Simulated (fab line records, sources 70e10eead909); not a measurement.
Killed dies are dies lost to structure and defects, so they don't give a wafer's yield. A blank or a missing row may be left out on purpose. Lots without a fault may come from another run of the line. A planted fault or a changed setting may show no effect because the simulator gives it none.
A struck lot beside a sound one | flow nand_harc | 24 steps out of a route of 1159
Sound: wafers L356.2, L356.5, L356.6. Struck: wafers L349.1, L349.3, L349.6. The cause comes at the end.
At each step with rows: each side's tool, then ch and its chambers, then its first start. Under that, the readings that differ: sound wafers | struck wafers | difference of the means | sigmas: that difference in standard deviations of wafers without a fault.
alike: readings whose means differ by less than 2 such deviations, and words and numbers that are the same on both sides. not compared: withheld readings, readings that some wafer has no value for, bounds like >300 that may hide the same value, and numbers for which the record gives no deviation and whose values overlap.
The two part at a step that has a row with sigmas, a row that says differs or no value, or rows on one side only. Numbers that don't overlap but have no deviation are shown without sigmas and don't part them. A reading that every wafer of one side lacks parts them only if that side has two wafers or more.

first, 3 steps without rows for these wafers: NHARC_A_CHANNEL_HOLE_D1_DESCUM_15 (chemistry O2, time 3 s); NHARC_A_CHANNEL_HOLE_D1_ETCH_38 (etches the open film in CF4, target depth 39 nm, time 65 s); NHARC_A_CHANNEL_HOLE_D1_ETCH_39 (etches the open film in N2/H2, target depth 260 nm, time 325 s).
NHARC_A_CHANNEL_HOLE_D1_ETCH_34: etches the open film in CF4/CHF3, target depth 154 nm, time 77 s.
  sound on rie_diel-11 ch 0,1,2; struck on rie_diel-11 ch 1,3
  alike: bias_w, cf4_flow_sccm, drypump_motor_current_A, oes_product_au, rf_vpp_V, showerhead_plenum_p_Torr, throttle_valve_pct
  not compared: rf_hours_counter_h
NHARC_A_CHANNEL_HOLE_D1_ETCH_16: etches the open film in O2/COS, target depth 3100 nm, time 806 s.
  sound on rie_diel-11 ch 0,1,2; struck on rie_diel-11 ch 1,3
  alike: bias_w, chamber_pressure_mTorr, drypump_motor_current_A, oes_product_au, rf_vpp_V, showerhead_plenum_p_Torr, throttle_valve_pct
  not compared: rf_hours_counter_h
NHARC_A_CHANNEL_HOLE_D1_CD_MEAS_18:
  sound on cd_sem-01, day 13 09:50; struck on cd_sem-03, day 11 21:14
  alike: cd_nm
then, 2 steps without rows for these wafers: NHARC_A_CHANNEL_HOLE_D1_ETCH_19 (etches the open film in C4F8/O2/Ar, time 34.5 s); NHARC_A_CHANNEL_HOLE_D1_ETCH_20 (etches the open film in C4F8/O2/Ar, time 361.9 s, target depth 1600 nm).
NHARC_A_CHANNEL_HOLE_D1_ETCH_21: etches the open film in C4F8/O2/Ar, time 514.3 s, target depth 1600 nm.
  sound on har_etch-01 ch 0,1, day 13 13:06; struck on har_etch-02 ch 1, day 11 21:44
  reading                     | sound       | struck      | difference | sigmas
  drypump_motor_current_A (A) | 5.9 5.7 6.0 | 6.6 6.6 6.6 | +0.7       | +2
  alike: c4f8_flow_sccm, chamber_pressure_mTorr, showerhead_plenum_p_Torr, throttle_valve_pct
  not compared: rf_hours_counter_h
then, 3 steps without rows for these wafers: NHARC_A_CHANNEL_HOLE_D1_ETCH_22 (etches the open film in C4F8/O2/Ar, time 666.7 s, target depth 1600 nm); NHARC_A_CHANNEL_HOLE_D1_ETCH_23 (etches the open film in C4F8/O2/Ar, time 819 s, target depth 1600 nm); NHARC_A_CHANNEL_HOLE_D1_ETCH_24 (etches the open film in C4F8/O2/Ar, time 906.2 s, target depth 1500 nm).
NHARC_A_CHANNEL_HOLE_D1_ETCH_25: etches the open film in C4F8/O2/Ar, time 1040.2 s, target depth 1500 nm.
  sound on har_etch-01 ch 0,1, day 13 15:35; struck on har_etch-02 ch 1, day 12 00:11
  no value came back on the struck wafers for any of 5 readings (c4f8_flow_sccm (sccm), chamber_pressure_mTorr (mTorr) and others); on the sound wafers c4f8_flow_sccm (sccm) reads 93.99 93.52 93.91
  not compared: rf_hours_counter_h
NHARC_A_CHANNEL_HOLE_D1_ETCH_26: etches the open film in C4F8/O2/Ar, time 224.1 s, target depth 300 nm.
  sound on har_etch-01 ch 0,1, day 13 16:28; struck on har_etch-02 ch 1, day 12 01:04
  reading                     | sound       | struck      | difference | sigmas
  drypump_motor_current_A (A) | 6.0 5.7 6.0 | 6.6 6.6 6.6 | +0.7       | +2
  alike: bias_v, c4f8_flow_sccm, showerhead_plenum_p_Torr, throttle_valve_pct
  not compared: rf_hours_counter_h
NHARC_A_CHANNEL_HOLE_D1_ETCH_33: etches the open film in C4F8/O2/Ar, time 90 s, target depth 400 nm.
  sound on har_etch-01 ch 0,1, day 13 16:40; struck on har_etch-02 ch 1, day 12 01:16
  reading                     | sound       | struck      | difference | sigmas
  drypump_motor_current_A (A) | 6.0 5.7 5.9 | 6.6 6.6 6.6 | +0.7       | +2
  alike: bias_v, c4f8_flow_sccm, showerhead_plenum_p_Torr, throttle_valve_pct
  not compared: rf_hours_counter_h
then, 3 steps without rows for these wafers: NHARC_A_CHANNEL_HOLE_D1_STRIP_41 (strips in N2/H2); NHARC_A_CHANNEL_HOLE_D1_STRIP_42 (strips in CF4/CHF3); NHARC_A_CHANNEL_HOLE_D1_STRIP_43 (strips in O2/COS).
NHARC_A_CHANNEL_HOLE_D1_ETCH_44: etches the open film in CF4/O2, target depth 140 nm, overetch 14 nm, time 77 s.
  sound on rie_diel-04 ch 0,3, day 13 17:25; struck on rie_diel-11 ch 0,1, day 12 02:01
  reading                            | sound             | struck            | difference | sigmas
  rf_vpp_V (V)                       | 199.7 200.1 198.7 | 197.2 196.1 197.2 | -2.7       | -2
  model.A_CHANNEL_HOLE_D1.cd_nm (nm) | 88.44 88.43 87.87 | 98 96.75 102      | +11        |
  alike: bias_w, cf4_flow_sccm, drypump_motor_current_A, oes_product_au, showerhead_plenum_p_Torr, throttle_valve_pct
  not compared: rf_hours_counter_h
then, 3 steps without rows for these wafers: NHARC_A_CHANNEL_HOLE_D1_STRIP_27 (strips in O2); NHARC_A_CHANNEL_HOLE_D1_PRECLEAN_28 (cleans in SC1); NHARC_A_CHANNEL_HOLE_D1_SRD_29.
NHARC_A_CHANNEL_HOLE_D1_CD_MEAS_30:
  sound on cd_sem-01, day 13 18:13; struck on cd_sem-01, day 12 02:59
  reading    | sound          | struck      | difference | sigmas
  cd_nm (nm) | 89.7 88.1 88.1 | 2.0 0.4 0.6 | -87.6      | -58
  not compared: hold
NHARC_END_SORT_01:
  the record has rows for the sound wafers here (prober-02 ch 0, day 25 00:07) and none for the struck ones

WHERE THEY PART
First at NHARC_A_CHANNEL_HOLE_D1_ETCH_21; last, within this record, at NHARC_END_SORT_01.

WHY: what the simulator had put in
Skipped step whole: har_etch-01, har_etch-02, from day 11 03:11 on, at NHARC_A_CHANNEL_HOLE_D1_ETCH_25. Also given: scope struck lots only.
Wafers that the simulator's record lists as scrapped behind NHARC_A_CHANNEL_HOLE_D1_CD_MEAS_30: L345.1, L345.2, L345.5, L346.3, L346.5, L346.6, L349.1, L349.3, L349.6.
